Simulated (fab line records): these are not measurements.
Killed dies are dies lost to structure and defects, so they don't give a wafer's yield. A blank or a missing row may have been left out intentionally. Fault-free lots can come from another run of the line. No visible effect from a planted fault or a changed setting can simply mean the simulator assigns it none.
fab line records -- flow nandHarc -- part 1 of 2: steps 1 to 4 of 6
[record] lots = 20, wafers = 60, lastDay = 33
route steps=1302 shown A_STAIRCASE@883 A_SLIT@934 A_CONTACT@1002
lots with no fault: from the same line, run without faults
startH: hours from the record's opening day to when the first of the lot's shown wafers began -- waitH: hours since the lot's step before -- " unchanged from the row above -- L1.1+2: a row that stands for several wafers -- - no value, or no start was given -- * or withheld: withheld -- < > ~ a bound
route shown NAME@n: names a module that has steps shown in the file, with the first one's number in the route -- usual: mean and standard deviation over wafers with no fault -- same: alike in all rows -- chamber/n: place in a boat -- sites: the reading at each site -- _std_site: standard deviation of those values -- _edge_site: the outer-site mean with the inner-site mean subtracted -- radiusMm: how far each site lies from the wafer's centre -- mask NAME#n: copy n -- behind: the tool/chamber that last shaped the wafer -- hold: reason for holding the lot/hours on hold/outcome of the hold -- device: names the non-switching transistor (n, p or np) -- end of line: the tests these same wafers got at the end of their route -- a step without rows: its recipe alone -- killed: not the wafer's yield, but the dies lost to structure and defects at the first sort -- map: a wafer's dies, x killed, . not, _ none there
set.NAME: setting as actually run; set.NAME@STEP: the setting as run at that earlier step -- model.NAME: the simulator's own value behind a step, which no gauge read
the route's steps for a sample of lots (tables are steps, rows are wafers)
services: a tool's chamber out of use, with start hour (startH, from the record's first day; less than 0 if before it), hours out, and reason
[[steps]]
[step NHARC_A_STAIRCASE_ETCHBACK_157]
[recipe] targetDepthA = 900, overEtchFrac = 0.3, timeS = 167.14, ionEnergyEv = 120, ch3fFlowSccm = 50, o2FlowSccm = 30, arFlowSccm = 200, rfW = 500, biasW = 100, chemistry = CH3F/O2
[usual] drypumpMotorCurrentA = 5.8/0.48, oesProductAu = 0.97/0.033, rfVppV = 244.5/2.1, showerheadPlenumPTorr = 2.47/0.13, throttleValvePct = 20.662/0.0092
lot.wafer,tool,chamber,startH,waitH,drypumpMotorCurrentA,oesProductAu,rfHoursCounterH,rfVppV,showerheadPlenumPTorr,throttleValvePct
L074.2,rieDiel-08,0,438.36,0.3,4.9,0.99,20,246.0,2.63,20.652
L074.3,rieDiel-08,1,438.36,0.3,5.7,0.99,18,241.7,2.29,20.651
L074.6,rieDiel-08,0,438.36,0.3,4.8,0.98,-,246.5,2.63,20.657
L075.4,rieDiel-12,1,446.58,0.1,5.4,1.00,58,248.1,2.64,20.666
L075.6,rieDiel-12,1,446.58,0.1,5.4,0.99,-,247.0,2.64,20.651
L075.5,rieDiel-12,2,446.58,0.1,6.3,1.00,-,243.3,2.33,20.670
L077.4,rieDiel-08,3,466.49,0.1,5.8,0.93,28,243.0,2.32,20.667
L077.2,rieDiel-08,2,466.49,0.1,6.3,0.92,28,245.1,2.45,20.653
L077.5,rieDiel-08,3,466.49,0.1,5.8,0.92,-,242.0,2.32,20.669
L076.2,rieDiel-08,0,466.70,0.2,4.9,0.93,30,247.5,2.63,20.679
L076.3,rieDiel-08,2,466.70,0.2,6.3,0.93,28,245.0,2.45,20.670
L076.6,rieDiel-08,1,466.70,0.2,5.7,0.93,-,242.6,2.29,20.682
L079.4,rieDiel-08,3,475.14,0.1,5.9,0.92,31,243.0,2.32,20.669
L079.1,rieDiel-08,1,475.14,0.1,5.7,0.92,33,242.9,2.28,20.658
L079.5,rieDiel-08,3,475.14,0.1,5.9,0.92,-,241.7,2.32,20.674
L078.3,rieDiel-12,3,475.33,0.2,6.3,0.99,8,244.6,2.40,20.649
L078.1,rieDiel-12,1,475.33,0.2,5.4,1.00,7,247.1,2.63,20.676
L078.6,rieDiel-12,0,475.33,0.2,5.7,1.00,-,244.8,2.54,20.671
L080.2,rieDiel-12,3,509.77,0.1,6.3,0.92,18,243.2,2.39,20.652
L080.4,rieDiel-12,0,509.77,0.1,5.7,0.92,19,244.5,2.54,20.661
L080.1,rieDiel-12,2,509.77,0.1,6.3,0.93,15,242.5,2.33,20.665
L081.4,rieDiel-11,1,510.91,0.2,5.4,0.97,24,246.3,2.52,20.658
L081.2,rieDiel-11,2,510.91,0.2,6.4,0.96,24,246.3,2.65,20.673
L081.3,rieDiel-11,3,510.91,0.2,5.4,0.95,23,242.5,2.31,20.666
L082.1,rieDiel-08,2,524.96,0.2,6.3,0.99,51,243.5,2.44,20.666
L082.3,rieDiel-08,3,524.96,0.2,5.9,1.00,50,243.3,2.31,20.647
L082.5,rieDiel-08,2,524.96,0.2,6.3,1.00,-,243.2,2.44,20.651
L083.3,rieDiel-12,2,534.42,0.2,6.3,0.99,23,243.4,2.32,20.669
L083.5,rieDiel-12,1,534.42,0.2,5.4,0.98,-,247.6,2.63,20.658
L083.6,rieDiel-12,2,534.42,0.2,6.3,0.99,-,241.9,2.32,20.662
L085.2,rieDiel-11,3,542.63,0.2,5.3,0.93,38,242.1,2.30,20.655
L085.4,rieDiel-11,0,542.63,0.2,5.5,0.92,34,244.6,2.40,20.658
L085.5,rieDiel-11,1,542.63,0.2,5.4,0.93,-,245.5,2.51,20.653
L084.3,rieDiel-08,0,543.73,0.2,4.9,1.01,61,246.8,2.61,20.650
L084.2,rieDiel-08,2,543.73,0.2,6.3,1.00,60,245.0,2.44,20.654
L084.6,rieDiel-08,0,543.73,0.2,4.8,1.01,-,247.2,2.61,20.659
L086.3,rieDiel-08,2,557.79,0.2,6.3,0.99,0,245.7,2.44,20.678
L086.5,rieDiel-08,1,557.79,0.2,5.7,1.00,-,247.9,2.66,20.662
L086.6,rieDiel-08,2,557.79,0.2,6.3,1.01,-,244.8,2.44,20.679
L087.1,rieDiel-08,3,575.43,0.2,5.9,0.99,4,241.6,2.31,20.671
L087.5,rieDiel-08,2,575.43,0.2,6.3,0.99,-,243.6,2.44,20.664
L087.6,rieDiel-08,3,575.43,0.2,5.9,1.00,-,241.2,2.31,20.664
L088.2,rieDiel-12,3,588.50,0.2,6.3,0.93,43,243.6,2.39,20.679
L088.3,rieDiel-12,0,588.50,0.2,5.7,0.94,45,245.2,2.53,20.650
L088.6,rieDiel-12,3,588.50,0.2,6.3,0.94,-,243.5,2.39,20.660
L092.1,rieDiel-08,1,615.07,0.2,5.7,0.94,17,246.9,2.65,20.665
L092.3,rieDiel-08,0,615.07,0.2,4.9,0.96,18,246.8,2.61,20.644
L092.5,rieDiel-08,1,615.07,0.2,5.7,0.95,-,247.6,2.65,20.652
L093.1,rieDiel-11,2,627.49,0.2,6.4,1.00,3,246.4,2.63,20.655
L093.4,rieDiel-11,3,627.49,0.2,5.4,1.01,5,242.8,2.29,20.662
L093.2,rieDiel-11,0,627.49,0.2,5.5,1.00,5,242.8,2.39,20.674
L095.1,rieDiel-11,1,645.05,0.2,5.4,0.93,9,244.3,2.50,20.662
L095.4,rieDiel-11,2,645.05,0.2,6.4,0.93,9,245.4,2.63,20.671
L095.3,rieDiel-11,3,645.05,0.2,5.4,0.93,9,241.5,2.29,20.676
L096.4,rieDiel-11,1,662.54,0.2,5.4,0.99,15,244.2,2.50,20.663
L096.2,rieDiel-11,2,662.54,0.2,6.4,1.00,18,246.9,2.63,20.666
L096.6,rieDiel-11,0,662.54,0.2,5.5,1.01,-,243.3,2.39,20.671
L097.4,rieDiel-12,1,662.84,0.2,5.4,0.99,11,246.8,2.61,20.664
L097.1,rieDiel-12,2,662.84,0.2,6.3,1.00,7,241.3,2.31,20.671
L097.3,rieDiel-12,3,662.84,0.2,6.3,0.98,7,244.3,2.38,20.653
[step NHARC_A_SLIT_OVL_MEAS_10]
[usual] overlayXNm = -0.1/0.72, overlayYNm = -0.2/0.95
lot.wafer,tool,chamber,startH,waitH,overlayXNm,overlayYNm
L074.2,overlay-01,-,454.83,-,-0.6,-1.1
L074.3,overlay-01,-,454.83,-,-0.2,-1.5
L074.6,overlay-01,-,454.83,-,0.1,-1.2
L075.4,overlay-01,-,463.36,-,0.8,-0.2
L075.5,overlay-01,-,463.36,-,1.6,-0.5
L075.6,overlay-01,-,463.36,-,1.5,0.0
L076.2,overlay-02,-,481.13,-,0.7,-0.7
L076.3,overlay-02,-,481.13,-,0.4,-0.5
L076.6,overlay-02,-,481.13,-,0.1,-0.9
L077.2,overlay-01,-,481.39,-,0.4,0.8
L077.4,overlay-01,-,481.39,-,0.4,1.3
L077.5,overlay-01,-,481.39,-,-0.3,1.0
L079.1,overlay-01,-,492.99,-,-0.7,0.0
L079.4,overlay-01,-,492.99,-,-1.5,0.1
L079.5,overlay-01,-,492.99,-,-1.2,0.3
L078.1,overlay-02,-,493.32,-,0.6,0.2
L078.3,overlay-02,-,493.32,-,0.3,-0.3
L078.6,overlay-02,-,493.32,-,0.4,0.0
L080.1,overlay-01,-,525.52,-,-0.7,0.8
L080.2,overlay-01,-,525.52,-,-0.8,0.3
L080.4,overlay-01,-,525.52,-,-0.3,0.2
L081.2,overlay-01,-,525.71,-,0.8,0.3
L081.3,overlay-01,-,525.71,-,0.0,1.1
L081.4,overlay-01,-,525.71,-,0.4,1.1
L082.1,overlay-01,-,540.94,-,-1.1,-1.4
L082.3,overlay-01,-,540.94,-,-1.4,-1.9
L082.5,overlay-01,-,540.94,-,-1.7,-1.8
L083.3,overlay-02,-,547.86,-,0.6,0.1
L083.5,overlay-02,-,547.86,-,0.9,0.3
L083.6,overlay-02,-,547.86,-,1.0,0.1
L085.2,overlay-02,-,556.07,-,-0.4,0.1
L085.4,overlay-02,-,556.07,-,0.2,0.0
L085.5,overlay-02,-,556.07,-,-0.2,-0.2
L084.2,overlay-02,-,557.89,-,-1.1,-1.5
L084.3,overlay-02,-,557.89,-,-1.7,-1.3
L084.6,overlay-02,-,557.89,-,-1.7,-1.2
L086.3,overlay-02,-,571.19,-,-0.2,0.6
L086.5,overlay-02,-,571.19,-,-0.1,0.1
L086.6,overlay-02,-,571.19,-,-0.3,0.5
L087.1,overlay-02,-,590.64,-,-0.8,0.7
L087.5,overlay-02,-,590.64,-,-0.3,0.9
L087.6,overlay-02,-,590.64,-,-0.8,1.0
L088.2,overlay-02,-,603.13,-,-0.5,1.2
L088.3,overlay-02,-,603.13,-,-0.7,1.6
L088.6,overlay-02,-,603.13,-,-0.7,1.6
L092.1,overlay-01,-,628.45,-,-1.0,-0.6
L092.3,overlay-01,-,628.45,-,-0.6,-0.5
L092.5,overlay-01,-,628.45,-,0.0,-0.7
L093.1,overlay-01,-,644.05,-,-0.5,-1.0
L093.2,overlay-01,-,644.05,-,-0.3,-1.6
L093.4,overlay-01,-,644.05,-,-0.5,-1.1
L095.1,overlay-02,-,662.04,-,-0.9,-0.2
L095.3,overlay-02,-,662.04,-,-0.3,0.4
L095.4,overlay-02,-,662.04,-,-0.2,-0.5
L097.1,overlay-01,-,675.71,-,-0.2,0.8
L097.3,overlay-01,-,675.71,-,0.1,0.9
L097.4,overlay-01,-,675.71,-,-0.2,0.3
L096.2,overlay-01,-,676.53,-,-0.2,-0.3
L096.4,overlay-01,-,676.53,-,0.7,-0.7
L096.6,overlay-01,-,676.53,-,0.0,-0.7
[step NHARC_A_SLIT_ETCH_29]
[recipe] targetDepthA = 1000, overetchA = 100, timeS = 55, ionEnergyEv = 100, cf4FlowSccm = 80, o2FlowSccm = 20, arFlowSccm = 0, rfW = 300, biasW = 100, chemistry = CF4/O2
[usual] drypumpMotorCurrentA = 5.4/0.31, oes_ar_750_au = 1.000/0.0047, oesProductAu = 1.000/0.0065, rfVppV = 197.9/1.4, showerheadPlenumPTorr = 1.34/0.052, throttleValvePct = 13.396/0.0089
lot.wafer,tool,chamber,startH,waitH,drypumpMotorCurrentA,oes_ar_750_au,oesProductAu,rfHoursCounterH,rfVppV,showerheadPlenumPTorr,throttleValvePct
L074.3,rieDiel-06,2,461.48,0.1,5.6,0.999,1.001,8.5,197.8,1.31,13.405
L074.2,rieDiel-06,3,461.48,0.1,5.5,0.990,0.998,8.4,198.3,1.40,13.414
L074.6,rieDiel-06,2,461.48,0.1,5.6,0.997,1.002,-,196.8,1.31,13.404
L075.4,rieDiel-07,3,469.20,0.1,5.8,1.001,1.008,9.0,199.0,1.35,13.396
L075.6,rieDiel-07,3,469.20,0.1,5.8,1.007,1.003,-,197.1,1.35,13.388
L075.5,rieDiel-07,0,469.20,0.1,5.9,1.007,1.001,-,198.5,1.38,13.392
L076.3,rieDiel-09,0,487.26,0.1,5.5,1.001,0.993,9.0,198.7,1.40,13.400
L076.2,rieDiel-09,1,487.26,0.1,4.8,1.002,1.005,7.6,198.2,1.37,13.404
L076.6,rieDiel-09,2,487.26,0.1,5.3,0.999,0.998,-,195.3,1.33,13.388
L077.2,rieDiel-09,2,487.28,0.1,5.3,1.007,1.001,6.6,198.4,1.33,13.387
L077.4,rieDiel-09,0,487.28,0.1,5.5,0.994,0.999,9.0,199.3,1.39,13.391
L077.5,rieDiel-09,3,487.28,0.1,5.7,1.009,1.008,-,196.9,1.26,13.387
L079.4,rieDiel-06,0,499.37,0.1,5.3,1.000,0.996,1.0,198.7,1.37,13.404
L079.1,rieDiel-06,2,499.37,0.1,5.6,0.999,0.996,0.6,197.8,1.31,13.382
L079.5,rieDiel-06,0,499.37,0.1,5.2,1.003,0.998,-,199.4,1.37,13.395
L078.1,rieDiel-06,2,500.40,0.1,5.6,1.002,0.993,0.7,197.4,1.31,13.393
L078.3,rieDiel-06,3,500.40,0.1,5.6,0.999,0.998,1.1,200.2,1.40,13.399
L078.6,rieDiel-06,3,500.40,0.1,5.6,1.008,0.997,-,198.0,1.40,13.397
L080.4,rieDiel-07,1,531.39,0.1,5.7,0.998,1.002,3.2,198.7,1.38,13.396
L080.1,rieDiel-07,2,531.39,0.1,5.1,1.001,1.010,1.7,195.5,1.25,13.394
L080.2,rieDiel-07,3,531.39,0.1,5.8,1.001,1.010,3.3,198.4,1.34,13.401
L081.4,rieDiel-06,1,531.57,0.1,5.0,0.995,0.996,2.1,197.2,1.27,13.387
L081.3,rieDiel-06,2,531.57,0.1,5.6,0.995,0.998,2.2,197.6,1.31,13.402
L081.2,rieDiel-06,0,531.57,0.1,5.2,1.002,1.010,3.6,198.9,1.36,13.396
L082.1,rieDiel-06,2,546.81,0.1,5.6,0.994,0.995,3.9,197.9,1.31,13.392
L082.3,rieDiel-06,0,546.81,0.1,5.2,1.001,0.997,5.1,199.4,1.36,13.391
L082.5,rieDiel-06,2,546.81,0.1,5.6,0.999,1.000,-,197.4,1.31,13.394
L083.3,rieDiel-06,3,553.72,0.1,5.6,1.003,1.004,6.8,198.9,1.40,13.408
L083.5,rieDiel-06,2,553.72,0.1,5.6,0.994,0.992,-,197.8,1.31,13.394
L083.6,rieDiel-06,3,553.72,0.1,5.6,0.992,1.001,-,198.8,1.40,13.407
L085.4,rieDiel-06,2,562.06,0.1,5.6,1.002,1.008,5.3,197.6,1.31,13.401
L085.2,rieDiel-06,0,562.06,0.1,5.2,1.000,0.989,7.0,197.5,1.36,13.396
L085.5,rieDiel-06,3,562.06,0.1,5.6,1.002,1.002,-,200.0,1.40,13.407
L084.3,rieDiel-07,2,564.43,0.1,5.1,0.999,1.008,4.0,196.5,1.24,13.400
L084.2,rieDiel-07,0,564.43,0.1,5.9,0.999,0.995,4.3,200.4,1.38,13.421
L084.6,rieDiel-07,2,564.43,0.1,5.1,0.994,0.993,-,194.8,1.25,13.382
L086.3,rieDiel-06,3,577.31,0.1,5.6,1.001,1.008,7.3,199.4,1.40,13.399
L086.5,rieDiel-06,0,577.31,0.1,5.2,0.997,1.001,-,198.7,1.36,13.404
L086.6,rieDiel-06,1,577.31,0.1,5.0,1.005,0.992,-,197.4,1.26,13.389
L087.1,rieDiel-09,2,597.02,0.1,5.3,1.000,1.005,2.5,198.5,1.33,13.390
L087.6,rieDiel-09,2,597.02,0.1,5.3,1.003,1.003,-,198.1,1.33,13.401
L087.5,rieDiel-09,3,597.02,0.1,5.8,0.997,0.995,-,197.0,1.26,13.411
L088.3,rieDiel-07,1,609.00,0.1,5.7,1.003,1.014,9.2,198.1,1.38,13.401
L088.2,rieDiel-07,2,609.00,0.1,5.1,1.004,1.004,6.3,196.8,1.24,13.404
L088.6,rieDiel-07,1,609.00,0.1,5.7,1.005,1.016,-,198.7,1.38,13.376
L092.1,rieDiel-09,3,634.29,0.1,5.8,1.000,0.995,5.4,196.5,1.26,13.401
L092.3,rieDiel-09,0,634.29,0.1,5.6,0.996,1.001,5.1,198.8,1.39,13.410
L092.5,rieDiel-09,2,634.29,0.1,5.3,1.006,0.999,-,197.4,1.33,13.393
L093.1,rieDiel-06,2,653.74,0.1,5.6,1.006,0.997,9.0,197.5,1.31,13.389
L093.4,rieDiel-06,3,653.74,0.1,5.6,0.997,1.010,10.8,198.4,1.40,13.388
L093.2,rieDiel-06,0,653.74,0.1,5.2,0.998,1.005,11.6,199.4,1.36,13.422
L095.4,rieDiel-07,2,671.27,0.1,5.1,1.000,1.004,0.9,196.2,1.24,13.393
L095.3,rieDiel-07,3,671.27,0.1,5.8,1.004,0.998,0.9,198.7,1.34,13.393
L095.1,rieDiel-07,0,671.27,0.1,5.9,0.998,1.002,0.8,198.2,1.38,13.397
L097.1,rieDiel-06,3,681.62,0.1,5.6,0.999,0.990,1.9,198.7,1.40,13.395
L097.3,rieDiel-06,1,681.62,0.1,5.0,1.006,0.998,1.0,195.7,1.26,13.404
L097.4,rieDiel-06,3,681.62,0.1,5.6,1.006,0.994,-,198.5,1.40,13.378
L096.2,rieDiel-07,1,682.50,0.1,5.7,0.997,1.010,1.1,199.3,1.38,13.389
L096.4,rieDiel-07,1,682.50,0.1,5.7,1.007,0.998,-,198.5,1.38,13.404
L096.6,rieDiel-07,2,682.50,0.1,5.2,1.001,0.998,-,195.1,1.24,13.403
[step NHARC_A_CONTACT_ETCH_49]
[recipe] targetDepthA = 2600, overEtchFrac = 0.3, timeS = 475.3, ionEnergyEv = 200, n2FlowSccm = 150, h2FlowSccm = 150, arFlowSccm = 0, rfW = 400, biasW = 150, chemistry = N2/H2
[usual] drypumpMotorCurrentA = 5.6/0.48, oesProductAu = 0.997/0.0079, rfVppV = 431/3.3, showerheadPlenumPTorr = 2.04/0.12, throttleValvePct = 14.171/0.0088
lot.wafer,tool,chamber,startH,waitH,drypumpMotorCurrentA,oesProductAu,rfHoursCounterH,rfVppV,showerheadPlenumPTorr,throttleValvePct
L074.3,rieDiel-04,2,-,-,5.6,0.985,22,429,1.99,14.175
L074.2,rieDiel-04,3,-,-,6.3,0.984,24,428,1.88,14.171
L074.6,rieDiel-04,0,-,-,4.9,0.995,-,434,2.16,14.172
L075.4,rieDiel-11,3,-,-,5.4,1.007,20,427,1.91,14.170
L075.5,rieDiel-11,2,-,-,6.4,0.999,-,434,2.21,14.176
L075.6,rieDiel-11,3,-,-,5.4,1.004,-,427,1.91,14.177
L077.2,rieDiel-04,0,-,-,4.9,0.996,27,434,2.16,14.168
L077.4,rieDiel-04,2,-,-,5.7,0.992,25,428,1.99,14.163
L077.5,rieDiel-04,0,-,-,4.9,0.981,-,435,2.16,14.181
L076.3,rieDiel-04,2,-,-,5.7,0.991,25,431,1.99,14.176
L076.2,rieDiel-04,0,-,-,4.9,0.993,28,434,2.16,14.182
L076.6,rieDiel-04,3,-,-,6.3,0.990,-,426,1.88,14.165
L078.1,rieDiel-11,1,-,-,5.4,1.007,33,432,2.09,14.184
L078.3,rieDiel-11,2,-,-,6.4,1.003,33,435,2.21,14.166
L078.6,rieDiel-11,0,-,-,5.5,1.000,-,430,1.99,14.183
L079.1,rieDiel-11,3,-,-,5.4,1.006,35,426,1.90,14.148
L079.4,rieDiel-11,1,-,-,5.4,1.015,34,433,2.09,14.178
L079.5,rieDiel-11,3,-,-,5.4,0.996,-,426,1.90,14.175
L080.4,rieDiel-04,3,-,-,6.3,1.005,3,425,1.88,14.171
L080.1,rieDiel-04,1,-,-,5.6,0.990,4,434,2.16,14.166
L080.2,rieDiel-04,2,-,-,5.7,0.987,3,429,1.98,14.168
L081.3,rieDiel-04,3,-,-,6.3,0.997,3,426,1.88,14.152
L081.2,rieDiel-04,0,-,-,4.9,0.991,4,433,2.16,14.165
L081.4,rieDiel-04,3,-,-,6.3,0.994,-,427,1.88,14.173
L082.1,rieDiel-04,0,-,-,4.9,0.995,8,436,2.15,14.171
L082.3,rieDiel-04,2,-,-,5.7,0.983,4,429,1.98,14.175
L082.5,rieDiel-04,0,-,-,4.9,0.986,-,435,2.15,14.178
L083.3,rieDiel-04,3,-,-,6.3,0.994,7,426,1.88,14.183
L083.6,rieDiel-04,3,-,-,6.3,1.008,-,427,1.88,14.183
L083.5,rieDiel-04,0,-,-,4.9,0.995,-,432,2.15,14.168
L085.4,rieDiel-11,3,-,-,5.3,1.008,57,426,1.90,14.165
L085.2,rieDiel-11,1,-,-,5.4,0.999,54,433,2.08,14.184
L085.5,rieDiel-11,0,-,-,5.5,1.010,-,430,1.98,14.174
L084.3,rieDiel-04,2,-,-,5.6,0.997,8,429,1.98,14.181
L084.2,rieDiel-04,0,-,-,4.9,1.004,11,432,2.15,14.178
L084.6,rieDiel-04,2,-,-,5.7,0.994,-,430,1.98,14.165
L086.3,rieDiel-04,0,-,-,4.9,1.006,14,432,2.15,14.177
L086.6,rieDiel-04,1,-,-,5.6,0.991,-,435,2.16,14.149
L086.5,rieDiel-04,2,-,-,5.7,0.996,-,428,1.98,14.158
L087.1,rieDiel-11,3,-,-,5.4,1.012,5,425,1.89,14.166
L087.6,rieDiel-11,0,-,-,5.5,1.015,-,429,1.98,14.165
L087.5,rieDiel-11,1,-,-,5.4,1.004,-,432,2.08,14.177
L088.3,rieDiel-04,0,-,-,4.9,0.988,18,434,2.15,14.178
L088.2,rieDiel-04,2,-,-,5.6,0.982,15,428,1.98,14.181
L088.6,rieDiel-04,0,-,-,4.9,0.992,-,433,2.15,14.157
L092.3,rieDiel-04,2,-,-,5.6,0.993,21,429,1.98,14.181
L092.1,rieDiel-04,0,-,-,4.9,0.989,25,433,2.15,14.170
L092.5,rieDiel-04,1,-,-,5.6,0.988,-,434,2.16,14.185
L093.1,rieDiel-04,3,-,-,6.3,1.010,25,426,1.87,14.164
L093.4,rieDiel-04,0,-,-,4.9,1.011,28,433,2.15,14.174
L093.2,rieDiel-04,1,-,-,5.6,1.002,26,433,2.15,14.176
L095.4,rieDiel-04,1,-,-,5.6,0.991,29,434,2.15,14.172
L095.1,rieDiel-04,2,-,-,5.6,1.000,26,430,1.98,14.179
L095.3,rieDiel-04,0,-,-,4.9,1.001,30,434,2.15,14.149
L096.2,rieDiel-08,0,-,-,4.8,1.006,49,434,2.16,14.164
L096.4,rieDiel-08,2,-,-,6.3,1.005,45,429,2.00,14.173
L096.6,rieDiel-08,0,-,-,4.9,1.010,-,433,2.16,14.169
L097.4,rieDiel-08,1,-,-,5.7,1.001,46,435,2.20,14.166
L097.3,rieDiel-08,2,-,-,6.3,1.007,46,430,2.00,14.169
L097.1,rieDiel-08,3,-,-,5.9,1.005,47,427,1.89,14.164
